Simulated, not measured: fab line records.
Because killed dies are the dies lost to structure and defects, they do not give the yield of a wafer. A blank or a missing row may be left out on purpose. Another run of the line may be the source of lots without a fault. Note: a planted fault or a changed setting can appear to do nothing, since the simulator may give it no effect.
A sampling plan put to the test | flow n5Finfet | one fab line, 74 faults that these records tell of, each judged on the records of the lots that it struck; 3 more are left out, because the records don't allow judging them
What counts as the plan is the set of the line's own looks, namely the steps on the route at which a gauge or an inspection reads a wafer and does not change it. A look can be judged if struck wafers have a number there and the file gives its usual mean and standard deviation on fault-free wafers. Caught: a look later than the fault's first step finds the struck wafers' mean 4 or more of those standard deviations (sigma) from the usual mean. On the tool: the fault's steps, tested the same way using the tool's own readings. Caught also covers a different recipe on the struck wafers, or a record left blank for those wafers only.

THE FAULTS, as the simulator had put them in
1. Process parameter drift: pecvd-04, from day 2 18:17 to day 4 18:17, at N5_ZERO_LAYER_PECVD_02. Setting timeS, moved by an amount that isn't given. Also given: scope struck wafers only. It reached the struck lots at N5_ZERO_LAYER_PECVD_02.
2. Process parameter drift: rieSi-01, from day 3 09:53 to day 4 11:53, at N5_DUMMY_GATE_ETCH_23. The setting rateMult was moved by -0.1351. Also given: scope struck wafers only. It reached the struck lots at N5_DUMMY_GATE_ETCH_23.
3. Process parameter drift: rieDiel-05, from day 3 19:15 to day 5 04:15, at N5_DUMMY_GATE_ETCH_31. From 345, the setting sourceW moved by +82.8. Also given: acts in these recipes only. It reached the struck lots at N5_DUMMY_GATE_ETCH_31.
4. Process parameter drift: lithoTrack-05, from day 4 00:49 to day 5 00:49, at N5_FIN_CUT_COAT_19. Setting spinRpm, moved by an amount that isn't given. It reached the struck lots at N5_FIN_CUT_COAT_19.
5. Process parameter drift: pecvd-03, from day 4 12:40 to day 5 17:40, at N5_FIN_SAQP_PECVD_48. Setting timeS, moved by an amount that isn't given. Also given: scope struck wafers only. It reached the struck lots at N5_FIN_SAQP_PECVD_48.
6. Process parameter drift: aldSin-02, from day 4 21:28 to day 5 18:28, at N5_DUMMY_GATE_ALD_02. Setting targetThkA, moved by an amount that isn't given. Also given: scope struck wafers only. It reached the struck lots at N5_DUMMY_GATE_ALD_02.
7. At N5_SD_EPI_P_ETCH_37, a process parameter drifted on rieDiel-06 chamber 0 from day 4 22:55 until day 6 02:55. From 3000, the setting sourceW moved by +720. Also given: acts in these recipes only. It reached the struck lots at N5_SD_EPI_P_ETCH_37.
8. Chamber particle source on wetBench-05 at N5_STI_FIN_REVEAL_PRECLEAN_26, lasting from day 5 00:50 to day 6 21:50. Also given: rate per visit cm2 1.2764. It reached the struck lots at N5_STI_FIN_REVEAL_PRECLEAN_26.
9. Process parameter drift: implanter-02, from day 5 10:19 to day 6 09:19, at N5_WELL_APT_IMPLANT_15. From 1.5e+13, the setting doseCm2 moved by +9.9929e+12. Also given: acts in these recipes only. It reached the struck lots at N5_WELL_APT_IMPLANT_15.
10. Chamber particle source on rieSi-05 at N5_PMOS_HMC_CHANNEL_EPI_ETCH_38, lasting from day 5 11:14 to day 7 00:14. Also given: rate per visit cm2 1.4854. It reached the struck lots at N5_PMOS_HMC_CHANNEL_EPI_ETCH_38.
11. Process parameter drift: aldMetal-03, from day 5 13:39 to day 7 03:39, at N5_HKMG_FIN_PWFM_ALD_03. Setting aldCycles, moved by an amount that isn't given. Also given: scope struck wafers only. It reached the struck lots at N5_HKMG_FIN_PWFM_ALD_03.
12. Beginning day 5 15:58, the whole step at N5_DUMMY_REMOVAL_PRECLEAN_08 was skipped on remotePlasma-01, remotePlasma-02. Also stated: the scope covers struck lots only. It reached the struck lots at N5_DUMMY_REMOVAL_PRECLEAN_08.
13. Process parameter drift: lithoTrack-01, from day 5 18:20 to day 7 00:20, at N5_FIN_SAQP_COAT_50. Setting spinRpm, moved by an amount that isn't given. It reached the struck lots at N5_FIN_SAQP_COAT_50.
14. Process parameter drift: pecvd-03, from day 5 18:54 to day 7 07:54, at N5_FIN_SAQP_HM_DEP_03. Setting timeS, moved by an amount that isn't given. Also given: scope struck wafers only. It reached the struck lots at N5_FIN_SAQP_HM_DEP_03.
15. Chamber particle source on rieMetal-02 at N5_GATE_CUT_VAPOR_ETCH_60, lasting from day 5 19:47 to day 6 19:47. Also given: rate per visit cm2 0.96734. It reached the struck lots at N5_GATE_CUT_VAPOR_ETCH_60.
16. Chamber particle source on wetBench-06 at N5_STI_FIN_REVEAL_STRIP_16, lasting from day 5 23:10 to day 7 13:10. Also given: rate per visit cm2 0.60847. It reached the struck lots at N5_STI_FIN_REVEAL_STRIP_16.
17. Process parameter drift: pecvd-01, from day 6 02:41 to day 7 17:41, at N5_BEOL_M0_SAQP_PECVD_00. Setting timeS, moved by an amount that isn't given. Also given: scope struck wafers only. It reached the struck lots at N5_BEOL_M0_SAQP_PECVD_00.
18. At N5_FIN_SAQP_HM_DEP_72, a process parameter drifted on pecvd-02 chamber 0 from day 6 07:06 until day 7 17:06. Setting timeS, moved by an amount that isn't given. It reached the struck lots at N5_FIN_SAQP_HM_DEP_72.
19. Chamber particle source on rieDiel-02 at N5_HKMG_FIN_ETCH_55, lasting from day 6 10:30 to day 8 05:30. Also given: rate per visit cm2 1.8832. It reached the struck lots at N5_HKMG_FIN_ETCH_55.
20. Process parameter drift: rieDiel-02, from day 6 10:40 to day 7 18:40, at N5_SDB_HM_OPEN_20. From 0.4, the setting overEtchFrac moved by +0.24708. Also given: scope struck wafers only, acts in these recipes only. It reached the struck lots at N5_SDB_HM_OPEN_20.
21. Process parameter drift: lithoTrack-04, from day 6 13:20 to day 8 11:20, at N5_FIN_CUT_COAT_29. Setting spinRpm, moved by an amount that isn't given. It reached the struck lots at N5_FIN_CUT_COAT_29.
22. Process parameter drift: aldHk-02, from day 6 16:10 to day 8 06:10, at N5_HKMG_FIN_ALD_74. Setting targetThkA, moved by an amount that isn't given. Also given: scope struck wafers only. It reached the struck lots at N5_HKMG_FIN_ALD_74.
23. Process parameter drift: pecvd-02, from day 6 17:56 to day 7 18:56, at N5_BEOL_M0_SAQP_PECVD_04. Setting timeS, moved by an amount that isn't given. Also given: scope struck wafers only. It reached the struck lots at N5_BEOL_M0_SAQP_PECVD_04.
24. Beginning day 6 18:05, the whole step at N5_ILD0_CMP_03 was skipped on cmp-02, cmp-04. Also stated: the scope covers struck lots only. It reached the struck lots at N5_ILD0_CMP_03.
25. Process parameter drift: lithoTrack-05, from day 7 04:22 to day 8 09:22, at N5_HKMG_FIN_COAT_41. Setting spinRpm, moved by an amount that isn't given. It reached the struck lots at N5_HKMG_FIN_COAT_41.
26. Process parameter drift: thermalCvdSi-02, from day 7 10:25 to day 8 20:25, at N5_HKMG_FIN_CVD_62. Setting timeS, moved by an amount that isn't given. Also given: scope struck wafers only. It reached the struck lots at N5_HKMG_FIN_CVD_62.
27. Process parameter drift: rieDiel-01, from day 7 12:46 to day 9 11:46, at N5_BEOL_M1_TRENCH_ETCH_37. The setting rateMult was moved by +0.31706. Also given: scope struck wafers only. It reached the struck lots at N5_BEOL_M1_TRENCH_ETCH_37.
28. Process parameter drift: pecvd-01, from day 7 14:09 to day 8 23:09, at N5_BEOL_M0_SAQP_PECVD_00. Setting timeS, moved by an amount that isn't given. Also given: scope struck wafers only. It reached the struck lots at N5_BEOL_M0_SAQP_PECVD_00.
29. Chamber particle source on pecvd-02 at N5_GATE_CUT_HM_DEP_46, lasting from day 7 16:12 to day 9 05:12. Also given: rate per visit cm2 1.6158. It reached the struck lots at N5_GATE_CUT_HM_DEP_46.
30. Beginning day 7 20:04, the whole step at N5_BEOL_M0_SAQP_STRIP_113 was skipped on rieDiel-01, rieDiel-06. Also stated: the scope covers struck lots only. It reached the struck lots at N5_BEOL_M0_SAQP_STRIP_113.
31. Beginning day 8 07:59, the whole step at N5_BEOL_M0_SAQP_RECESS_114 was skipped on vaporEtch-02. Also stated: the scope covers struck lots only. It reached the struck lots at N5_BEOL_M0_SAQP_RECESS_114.
32. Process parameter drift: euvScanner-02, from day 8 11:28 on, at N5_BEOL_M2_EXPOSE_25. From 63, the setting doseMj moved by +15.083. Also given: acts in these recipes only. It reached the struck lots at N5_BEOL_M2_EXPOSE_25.
33. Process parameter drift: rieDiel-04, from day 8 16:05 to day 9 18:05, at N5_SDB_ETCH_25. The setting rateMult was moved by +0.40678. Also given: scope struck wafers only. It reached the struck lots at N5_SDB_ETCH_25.
34. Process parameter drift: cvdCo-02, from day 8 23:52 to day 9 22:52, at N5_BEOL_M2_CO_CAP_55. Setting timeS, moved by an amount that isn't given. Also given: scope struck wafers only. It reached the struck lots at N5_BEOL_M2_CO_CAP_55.
35. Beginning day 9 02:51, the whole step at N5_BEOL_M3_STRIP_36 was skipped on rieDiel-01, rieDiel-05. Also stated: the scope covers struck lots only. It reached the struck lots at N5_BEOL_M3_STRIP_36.
36. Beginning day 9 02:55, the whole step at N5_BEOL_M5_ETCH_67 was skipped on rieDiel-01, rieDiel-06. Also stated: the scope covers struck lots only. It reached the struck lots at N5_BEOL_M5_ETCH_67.
37. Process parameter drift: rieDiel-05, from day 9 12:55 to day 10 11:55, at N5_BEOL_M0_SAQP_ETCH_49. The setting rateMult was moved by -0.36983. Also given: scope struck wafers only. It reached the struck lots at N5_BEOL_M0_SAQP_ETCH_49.
38. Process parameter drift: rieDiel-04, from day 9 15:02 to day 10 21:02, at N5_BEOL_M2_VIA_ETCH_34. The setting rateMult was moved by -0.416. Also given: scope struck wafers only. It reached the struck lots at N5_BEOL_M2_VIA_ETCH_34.
39. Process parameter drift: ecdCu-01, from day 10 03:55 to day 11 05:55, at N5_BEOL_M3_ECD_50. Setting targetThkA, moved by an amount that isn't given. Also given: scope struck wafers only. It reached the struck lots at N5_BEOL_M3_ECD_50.
40. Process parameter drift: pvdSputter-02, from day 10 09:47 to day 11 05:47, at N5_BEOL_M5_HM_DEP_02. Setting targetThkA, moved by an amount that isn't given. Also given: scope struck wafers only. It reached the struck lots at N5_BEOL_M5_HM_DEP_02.
41. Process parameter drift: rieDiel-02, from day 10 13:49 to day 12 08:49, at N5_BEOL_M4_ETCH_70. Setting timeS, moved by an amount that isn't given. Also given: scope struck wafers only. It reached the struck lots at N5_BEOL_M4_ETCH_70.
42. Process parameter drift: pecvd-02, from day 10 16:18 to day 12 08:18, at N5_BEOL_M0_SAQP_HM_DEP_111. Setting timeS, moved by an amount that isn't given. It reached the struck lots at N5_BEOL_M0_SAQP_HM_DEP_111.
43. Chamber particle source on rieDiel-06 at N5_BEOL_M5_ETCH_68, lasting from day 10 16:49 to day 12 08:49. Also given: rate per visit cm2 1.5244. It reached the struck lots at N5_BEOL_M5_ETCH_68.
44. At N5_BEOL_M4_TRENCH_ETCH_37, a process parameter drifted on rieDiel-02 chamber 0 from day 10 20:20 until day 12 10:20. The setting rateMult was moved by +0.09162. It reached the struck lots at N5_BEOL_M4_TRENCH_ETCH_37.
45. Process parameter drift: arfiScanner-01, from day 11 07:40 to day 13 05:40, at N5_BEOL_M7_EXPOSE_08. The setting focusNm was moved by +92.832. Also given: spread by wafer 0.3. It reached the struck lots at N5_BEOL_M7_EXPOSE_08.
46. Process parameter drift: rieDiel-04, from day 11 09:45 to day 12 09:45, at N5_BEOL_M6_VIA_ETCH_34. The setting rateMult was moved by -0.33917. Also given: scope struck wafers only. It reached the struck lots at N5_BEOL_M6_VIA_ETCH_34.
47. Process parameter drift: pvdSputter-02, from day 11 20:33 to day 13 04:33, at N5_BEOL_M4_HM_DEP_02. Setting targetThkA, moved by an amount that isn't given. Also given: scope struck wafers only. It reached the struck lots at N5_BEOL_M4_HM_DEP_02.
48. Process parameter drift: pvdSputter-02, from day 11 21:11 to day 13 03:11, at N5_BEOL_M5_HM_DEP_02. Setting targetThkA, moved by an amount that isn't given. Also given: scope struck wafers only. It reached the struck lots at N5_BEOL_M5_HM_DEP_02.
49. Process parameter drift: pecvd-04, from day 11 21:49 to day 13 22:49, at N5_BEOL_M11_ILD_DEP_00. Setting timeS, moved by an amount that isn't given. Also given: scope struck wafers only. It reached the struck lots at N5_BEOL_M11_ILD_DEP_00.
50. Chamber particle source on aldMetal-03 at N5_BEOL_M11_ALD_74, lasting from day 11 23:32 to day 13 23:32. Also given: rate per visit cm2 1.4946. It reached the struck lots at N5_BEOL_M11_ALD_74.
51. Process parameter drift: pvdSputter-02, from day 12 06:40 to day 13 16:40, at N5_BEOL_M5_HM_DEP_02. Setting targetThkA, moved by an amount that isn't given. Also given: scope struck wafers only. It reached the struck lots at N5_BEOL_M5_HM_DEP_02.
52. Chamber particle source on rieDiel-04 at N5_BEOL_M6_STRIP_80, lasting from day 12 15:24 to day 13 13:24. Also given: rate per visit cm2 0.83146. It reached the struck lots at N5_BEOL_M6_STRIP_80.
53. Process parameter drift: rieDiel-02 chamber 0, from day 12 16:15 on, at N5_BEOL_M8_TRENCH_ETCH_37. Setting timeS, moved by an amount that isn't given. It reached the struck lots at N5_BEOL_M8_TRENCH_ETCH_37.
54. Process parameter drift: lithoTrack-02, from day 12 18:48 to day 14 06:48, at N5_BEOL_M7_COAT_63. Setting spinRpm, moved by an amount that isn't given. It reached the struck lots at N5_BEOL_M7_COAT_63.
55. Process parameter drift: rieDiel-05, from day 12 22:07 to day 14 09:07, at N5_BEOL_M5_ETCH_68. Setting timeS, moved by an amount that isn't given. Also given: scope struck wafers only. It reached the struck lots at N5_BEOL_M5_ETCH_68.
56. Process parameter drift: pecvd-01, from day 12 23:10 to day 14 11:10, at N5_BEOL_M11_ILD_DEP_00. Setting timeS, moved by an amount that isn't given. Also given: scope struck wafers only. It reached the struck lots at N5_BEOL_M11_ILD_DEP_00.
57. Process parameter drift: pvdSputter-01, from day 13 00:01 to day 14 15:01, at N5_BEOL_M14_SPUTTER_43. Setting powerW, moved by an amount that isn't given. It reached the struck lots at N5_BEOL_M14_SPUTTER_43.
58. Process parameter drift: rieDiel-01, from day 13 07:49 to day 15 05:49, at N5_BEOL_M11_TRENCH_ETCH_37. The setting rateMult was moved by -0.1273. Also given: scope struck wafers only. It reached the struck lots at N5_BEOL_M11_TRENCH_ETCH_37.
59. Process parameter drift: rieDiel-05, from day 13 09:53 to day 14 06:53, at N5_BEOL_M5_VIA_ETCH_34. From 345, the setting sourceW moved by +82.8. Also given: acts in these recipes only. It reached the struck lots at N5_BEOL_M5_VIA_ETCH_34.
60. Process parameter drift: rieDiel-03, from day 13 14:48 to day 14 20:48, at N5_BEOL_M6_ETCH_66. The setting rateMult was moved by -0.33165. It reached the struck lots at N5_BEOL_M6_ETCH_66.
61. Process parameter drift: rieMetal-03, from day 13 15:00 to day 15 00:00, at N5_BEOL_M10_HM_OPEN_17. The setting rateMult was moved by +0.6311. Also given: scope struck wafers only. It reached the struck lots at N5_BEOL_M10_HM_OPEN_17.
62. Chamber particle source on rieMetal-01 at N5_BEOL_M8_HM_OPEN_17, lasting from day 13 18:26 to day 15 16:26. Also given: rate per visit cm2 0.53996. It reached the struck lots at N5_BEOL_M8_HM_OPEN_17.
63. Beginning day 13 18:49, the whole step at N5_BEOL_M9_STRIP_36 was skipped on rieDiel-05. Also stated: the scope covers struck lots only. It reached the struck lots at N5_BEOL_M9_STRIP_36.
64. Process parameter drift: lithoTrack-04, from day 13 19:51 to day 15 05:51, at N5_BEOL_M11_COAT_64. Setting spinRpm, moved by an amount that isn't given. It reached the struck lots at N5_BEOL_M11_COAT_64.
65. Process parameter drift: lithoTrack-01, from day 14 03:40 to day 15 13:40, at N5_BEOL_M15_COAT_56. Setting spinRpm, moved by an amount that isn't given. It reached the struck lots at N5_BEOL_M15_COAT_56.
66. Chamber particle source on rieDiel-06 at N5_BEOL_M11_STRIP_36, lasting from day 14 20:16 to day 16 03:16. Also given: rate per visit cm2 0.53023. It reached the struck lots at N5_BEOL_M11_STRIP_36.
67. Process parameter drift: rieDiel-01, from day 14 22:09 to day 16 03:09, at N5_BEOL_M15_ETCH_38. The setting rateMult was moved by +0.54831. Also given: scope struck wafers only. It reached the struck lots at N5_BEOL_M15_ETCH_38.
68. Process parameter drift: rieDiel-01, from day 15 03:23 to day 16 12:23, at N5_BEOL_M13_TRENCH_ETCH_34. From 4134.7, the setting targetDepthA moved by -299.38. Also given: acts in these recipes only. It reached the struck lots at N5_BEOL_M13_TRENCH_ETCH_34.
69. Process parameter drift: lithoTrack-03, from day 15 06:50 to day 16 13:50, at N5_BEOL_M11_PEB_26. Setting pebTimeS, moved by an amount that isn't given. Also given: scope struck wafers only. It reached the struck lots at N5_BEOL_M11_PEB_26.
70. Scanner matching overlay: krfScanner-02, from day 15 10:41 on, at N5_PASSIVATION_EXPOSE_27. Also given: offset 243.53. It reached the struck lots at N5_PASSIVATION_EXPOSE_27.
71. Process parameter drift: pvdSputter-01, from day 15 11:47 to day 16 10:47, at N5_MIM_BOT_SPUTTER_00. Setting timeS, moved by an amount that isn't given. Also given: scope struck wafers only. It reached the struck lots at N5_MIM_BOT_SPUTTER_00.
72. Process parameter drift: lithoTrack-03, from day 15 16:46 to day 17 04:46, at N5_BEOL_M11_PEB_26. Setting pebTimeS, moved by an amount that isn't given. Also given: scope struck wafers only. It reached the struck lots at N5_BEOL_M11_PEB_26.
73. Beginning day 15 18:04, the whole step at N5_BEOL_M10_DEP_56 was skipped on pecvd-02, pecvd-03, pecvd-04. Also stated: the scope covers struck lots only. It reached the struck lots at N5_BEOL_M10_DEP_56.
74. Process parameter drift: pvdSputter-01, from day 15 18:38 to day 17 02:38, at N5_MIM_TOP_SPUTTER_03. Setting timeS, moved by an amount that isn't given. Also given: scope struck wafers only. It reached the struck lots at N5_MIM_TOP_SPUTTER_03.

WHAT THE PLAN SAW
fault | on the tool itself                               | first look that catches it                      | reading, sigma                                           | median hours from its first step to that look | hours from the fault's start to the first struck lot there | judged looks passed uncaught
1     | under 2 sigma                                    | N5_BEOL_M4_RC_MEAS_101                          | CJ_P -7.6                                                | 165.2                                         | 195                                                        | 0
2     | oesProductAu -4.0 sigma                          | not the one look that can be judged after it    | -                                                        | -                                             | -                                                          | 1
3     | rfFwdPowerW +49 sigma                            | not the one look that can be judged after it    | -                                                        | -                                             | -                                                          | 1
4     | spinSpeedRpm +99 or beyond sigma                 | not the one look that can be judged after it    | -                                                        | -                                             | -                                                          | 1
5     | under 2 sigma                                    | not the one look that can be judged after it    | -                                                        | -                                             | -                                                          | 1
6     | under 2 sigma                                    | N5_BEOL_M4_RC_MEAS_101                          | EOT_N +10                                                | 131.5                                         | 138                                                        | 0
7     | rfFwdPowerW +78 sigma                            | not the one look that can be judged after it    | -                                                        | -                                             | -                                                          | 1
8     | no reading that can be judged                    | N5_STI_FIN_REVEAL_INSPECT_13                    | rawDefectCount +99 or beyond                             | 2.9                                           | 4                                                          | 0
9     | doseIonsCm2 +99 or beyond sigma                  | N5_BEOL_M4_RC_MEAS_101                          | CJ_P +6.8                                                | 154.2                                         | 160                                                        | 2
10    | under 2 sigma                                    | no look after it can be judged                  | -                                                        | -                                             | -                                                          | 0
11    | under 2 sigma                                    | N5_BEOL_M4_RC_MEAS_101                          | VT_P_LONG -7.8                                           | 91.6                                          | 91                                                         | 0
12    | the tool's record is blank for the struck wafers | not the one look that can be judged after it    | -                                                        | -                                             | -                                                          | 1
13    | spinSpeedRpm -67 sigma                           | not the one look that can be judged after it    | -                                                        | -                                             | -                                                          | 1
14    | under 2 sigma                                    | N5_FIN_SAQP_THK_MEAS_05                         | thkNm -18                                                | 0.1                                           | 4                                                          | 0
15    | under 2 sigma                                    | not the one look that can be judged after it    | -                                                        | -                                             | -                                                          | 1
16    | no reading that can be judged                    | N5_STI_FIN_REVEAL_INSPECT_13                    | rawDefectCount +75                                       | 1.4                                           | 6                                                          | 0
17    | under 2 sigma                                    | not the one look that can be judged after it    | -                                                        | -                                             | -                                                          | 1
18    | under 2 sigma                                    | not the one look that can be judged after it    | -                                                        | -                                             | -                                                          | 1
19    | under 2 sigma                                    | none of the 3 looks that can be judged after it | -                                                        | -                                             | -                                                          | 3
20    | under 2 sigma                                    | not the one look that can be judged after it    | -                                                        | -                                             | -                                                          | 1
21    | spinSpeedRpm +57 sigma                           | not the one look that can be judged after it    | -                                                        | -                                             | -                                                          | 1
22    | only faintly: precursorPulseHeightRel +2.0 sigma | N5_BEOL_M4_RC_MEAS_101                          | IOFF_P_LONG +23                                          | 93.6                                          | 102                                                        | 0
23    | under 2 sigma                                    | none of the 2 looks that can be judged after it | strongest: thkNm at N5_BEOL_M0_SAQP_THK_MEAS_05, -3.5    | -                                             | -                                                          | 2
24    | no reading that can be judged                    | no look after it can be judged                  | -                                                        | -                                             | -                                                          | 0
25    | spinSpeedRpm -66 sigma                           | not the one look that can be judged after it    | -                                                        | -                                             | -                                                          | 1
26    | under 2 sigma                                    | not the one look that can be judged after it    | -                                                        | -                                             | -                                                          | 1
27    | under 2 sigma                                    | N5_BEOL_M1_OCD_MEAS_38                          | trenchDepthNm +16                                        | 0.1                                           | 2                                                          | 0
28    | under 2 sigma                                    | not the one look that can be judged after it    | -                                                        | -                                             | -                                                          | 1
29    | under 2 sigma                                    | N5_GATE_CUT_INSPECT_15                          | rawDefectCount +26                                       | 0.5                                           | 4                                                          | 1
30    | no reading that can be judged                    | not the one look that can be judged after it    | -                                                        | -                                             | -                                                          | 1
31    | the tool's record is blank for the struck wafers | no look after it can be judged                  | -                                                        | -                                             | -                                                          | 0
32    | exposureDoseMJCm2 +99 or beyond sigma            | N5_BEOL_M2_CD_MEAS_28                           | cdNm +13                                                 | 0.1                                           | 5                                                          | 0
33    | under 2 sigma                                    | not the one look that can be judged after it    | -                                                        | -                                             | -                                                          | 1
34    | runLengthS -91 sigma                             | not the one look that can be judged after it    | -                                                        | -                                             | -                                                          | 1
35    | the tool's record is blank for the struck wafers | not the one look that can be judged after it    | -                                                        | -                                             | -                                                          | 1
36    | the tool's record is blank for the struck wafers | no look after it can be judged                  | -                                                        | -                                             | -                                                          | 0
37    | only faintly: oesProductAu -2.0 sigma            | not the one look that can be judged after it    | -                                                        | -                                             | -                                                          | 1
38    | only faintly: oesProductAu -2.4 sigma            | not the one look that can be judged after it    | -                                                        | -                                             | -                                                          | 1
39    | no reading that can be judged                    | none of the 2 looks that can be judged after it | -                                                        | -                                             | -                                                          | 2
40    | under 2 sigma                                    | no look after it can be judged                  | -                                                        | -                                             | -                                                          | 0
41    | runLengthS +18 sigma                             | not the one look that can be judged after it    | -                                                        | -                                             | -                                                          | 1
42    | under 2 sigma                                    | not the one look that can be judged after it    | -                                                        | -                                             | -                                                          | 1
43    | under 2 sigma                                    | not the one look that can be judged after it    | -                                                        | -                                             | -                                                          | 1
44    | under 2 sigma                                    | N5_BEOL_M4_OCD_MEAS_38                          | trenchDepthNm +7.4                                       | 0.2                                           | 3                                                          | 0
45    | exposureDoseMJCm2 +6.2 sigma                     | none of the 3 looks that can be judged after it | strongest: cdNm at N5_BEOL_M7_CD_MEAS_11, -2.3           | -                                             | -                                                          | 3
46    | under 2 sigma                                    | no look after it can be judged                  | -                                                        | -                                             | -                                                          | 0
47    | under 2 sigma                                    | not the one look that can be judged after it    | -                                                        | -                                             | -                                                          | 1
48    | under 2 sigma                                    | no look after it can be judged                  | -                                                        | -                                             | -                                                          | 0
49    | runLengthS +42 sigma                             | N5_BEOL_M11_THK_MEAS_01                         | M11_ILD_THK +22                                          | 0.6                                           | 3                                                          | 0
50    | under 2 sigma                                    | not the one look that can be judged after it    | -                                                        | -                                             | -                                                          | 1
51    | under 2 sigma                                    | N5_BEOL_M5_OCD_MEAS_38                          | trenchDepthNm -4.3                                       | 2.3                                           | 8                                                          | 0
52    | under 2 sigma                                    | no look after it can be judged                  | -                                                        | -                                             | -                                                          | 0
53    | runLengthS +12 sigma                             | N5_BEOL_M8_OCD_MEAS_38                          | trenchDepthNm +16                                        | 0.2                                           | 34                                                         | 0
54    | spinSpeedRpm +99 or beyond sigma                 | no look after it can be judged                  | -                                                        | -                                             | -                                                          | 0
55    | runLengthS -29 sigma                             | no look after it can be judged                  | -                                                        | -                                             | -                                                          | 0
56    | runLengthS +97 sigma                             | N5_BEOL_M11_THK_MEAS_01                         | M11_ILD_THK +49                                          | 0.8                                           | 1                                                          | 0
57    | cathodeDcPowerW -99 or beyond sigma              | no look after it can be judged                  | -                                                        | -                                             | -                                                          | 0
58    | under 2 sigma                                    | N5_BEOL_M11_OCD_MEAS_38                         | trenchDepthNm -6.2                                       | 0.2                                           | 5                                                          | 0
59    | rfFwdPowerW +46 sigma                            | no look after it can be judged                  | -                                                        | -                                             | -                                                          | 0
60    | under 2 sigma                                    | no look after it can be judged                  | -                                                        | -                                             | -                                                          | 0
61    | under 2 sigma                                    | no look after it can be judged                  | -                                                        | -                                             | -                                                          | 0
62    | under 2 sigma                                    | not the one look that can be judged after it    | strongest: rawDefectCount at N5_BEOL_M8_INSPECT_30, +3.7 | -                                             | -                                                          | 1
63    | the tool's record is blank for the struck wafers | not the one look that can be judged after it    | -                                                        | -                                             | -                                                          | 1
64    | spinSpeedRpm +99 or beyond sigma                 | no look after it can be judged                  | -                                                        | -                                             | -                                                          | 0
65    | spinSpeedRpm -57 sigma                           | no look after it can be judged                  | -                                                        | -                                             | -                                                          | 0
66    | under 2 sigma                                    | no look after it can be judged                  | -                                                        | -                                             | -                                                          | 0
67    | only faintly: oesProductAu +2.5 sigma            | not the one look that can be judged after it    | -                                                        | -                                             | -                                                          | 1
68    | under 2 sigma                                    | N5_BEOL_M13_RS_MEAS_54                          | M13_RS +4.1                                              | 4.5                                           | 16                                                         | 2
69    | no reading that can be judged                    | N5_BEOL_M11_CD_MEAS_28                          | cdNm -6.7                                                | 0.1                                           | 3                                                          | 0
70    | no reading that can be judged                    | N5_PASSIVATION_OVL_MEAS_63                      | PAD_OVL +36                                              | 0.2                                           | 0                                                          | 0
71    | under 2 sigma                                    | no look after it can be judged                  | -                                                        | -                                             | -                                                          | 0
72    | under 2 sigma                                    | N5_BEOL_M11_CD_MEAS_28                          | cdNm +6.3                                                | 0.1                                           | 7                                                          | 0
73    | the tool's record is blank for the struck wafers | no look after it can be judged                  | -                                                        | -                                             | -                                                          | 0
74    | under 2 sigma                                    | no look after it can be judged                  | -                                                        | -                                             | -                                                          | 0
Dash: fault not caught, or number not given in these records.

Caught at a look: 21 of 74. Caught on the tool: 27 of 74. By one or the other: 43 of 74.
Caught on the tool alone: faults 2, 3, 4, 7, 12, 13, 21, 25, 31, 34, 35, 36, 41, 45, 54, 55, 57, 59, 63, 64, 65, 73.
Caught at a look alone: faults 1, 6, 8, 11, 14, 16, 22, 27, 29, 44, 51, 58, 68, 69, 70, 72.
Caught by neither: faults 5, 10, 15, 17, 18, 19, 20, 23, 24, 26, 28, 30, 33, 37, 38, 39, 40, 42, 43, 46, 47, 48, 50, 52, 60, 61, 62, 66, 67, 71, 74.

THINNER SAMPLING
In the worst case, this is how late the first struck lot would be measured if the look that catches a fault measured only every second or every third lot, by lot number:
fault | struck lots at that look, in order of time | every lot | every second lot | every third lot
1     | L982, L983                                 | 195 h     | 202 h            | may miss all 2
6     | L925, L926, L928                           | 138 h     | 144 h            | may miss all 3
8     | L232, L234, L236                           | 4 h       | may miss all 3   | 28 h
9     | L241, L243                                 | 160 h     | may miss all 2   | may miss all 2
11    | L918, L922                                 | 91 h      | may miss all 2   | may miss all 2
14    | L477, L479                                 | 4 h       | may miss all 2   | may miss all 2
16    | L303, L307                                 | 6 h       | may miss all 2   | may miss all 2
22    | L236                                       | 102 h     | may miss it      | may miss it
27    | L761                                       | 2 h       | may miss it      | may miss it
29    | L782, L786                                 | 4 h       | may miss all 2   | may miss all 2
32    | L151, L152                                 | 5 h       | 16 h             | may miss all 2
44    | L507                                       | 3 h       | may miss it      | may miss it
49    | L413, L417                                 | 3 h       | may miss all 2   | may miss all 2
51    | L632, L635                                 | 8 h       | 31 h             | may miss all 2
53    | L738                                       | 34 h      | may miss it      | may miss it
56    | L917, L918                                 | 1 h       | 23 h             | may miss all 2
58    | L991, L993                                 | 5 h       | may miss all 2   | may miss all 2
68    | L766, L770                                 | 16 h      | may miss all 2   | may miss all 2
69    | L662                                       | 3 h       | may miss it      | may miss it
70    | L809, L811, L812                           | 0 h       | 32 h             | may miss all 3
72    | L337, L338                                 | 7 h       | 10 h             | may miss all 2
Hours count from the start of the fault until the first struck lot that is measured. The test against the limit of 4 sigma pooled every struck wafer, which means one lot taken alone may stay below that limit. Other struck lots may not be in these records.

THE LONGEST TIMED WAY FROM STEP TO LOOK
In fault 1, a median of 165.2 hours elapses between N5_ZERO_LAYER_PECVD_02 and N5_BEOL_M4_RC_MEAS_101. No look between them can be judged.
